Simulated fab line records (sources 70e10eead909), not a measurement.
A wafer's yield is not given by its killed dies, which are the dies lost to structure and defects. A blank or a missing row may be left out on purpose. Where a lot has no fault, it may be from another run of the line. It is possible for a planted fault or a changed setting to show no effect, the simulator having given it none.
Matching of chambers -- flow nand-harc -- ald-hk-03 running NHARC_A_WL_FILL_ALD_00: 4 sister chambers
The step deposits Al2O3, target thk 3 nm, pulse time 3 s, ald cycles 30. 14 wafers are shown with their chamber, then 7 later ones without.

WAFERS PAIRED WITH THEIR CHAMBERS
wafer,chamber,heater-power-w (W),precursor-pulse-height-rel
L340.2,0,455,1.034
L340.4,3,508,1.008
L340.6,1,479,0.976
L343.1,2,536,0.980
L343.2,0,441,0.993
L343.4,1,464,1.024
L344.1,0,459,0.954
L344.4,1,471,0.988
L344.6,0,455,0.969
L355.1,2,567,1.003
L355.3,1,488,1.006
L355.6,2,552,1.000
L357.1,1,477,0.999
L357.4,2,575,1.015

SIGNATURES (means of the wafers above)
reading,chamber 0,chamber 1,chamber 2,chamber 3,scatter within a chamber
heater-power-w,452.50,475.80,557.50,508.00,11.8
precursor-pulse-height-rel,0.98750,0.99860,0.99950,1.00800,0.0237
Rule: a wafer's distance from a chamber is the root of the sum, over the readings, of the square of ((its reading less the chamber's mean) divided by the reading's scatter). The wafer belongs to the nearest chamber; if the next one is less than 2 further off, it can't be placed. The scatter: take each reading less its chamber's mean, square it, sum over the shown wafers, divide by the number of wafers less the number of chambers, and take the root.

WAFERS WITHOUT THEIR CHAMBER
wafer,heater-power-w (W),precursor-pulse-height-rel
L357.6,441,1.002
L360.3,442,0.983
L360.5,433,0.983
L360.6,488,1.001
L361.1,470,1.008
L361.2,444,1.010
L361.3,494,1.015

WHICH CHAMBER EACH WENT THROUGH
wafer,from the rows above,in truth
L357.6,can't be placed: 0 or 1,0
L360.3,0,0
L360.5,0,0
L360.6,can't be placed: 1 or 3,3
L361.1,can't be placed: 1 or 0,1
L361.2,can't be placed: 0 or 1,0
L361.3,can't be placed: 3 or 1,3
Placed correctly: 2 of 7. From these rows, 5 cannot be placed; in 5 the true chamber is one of the candidates. Placed wrongly: 0.
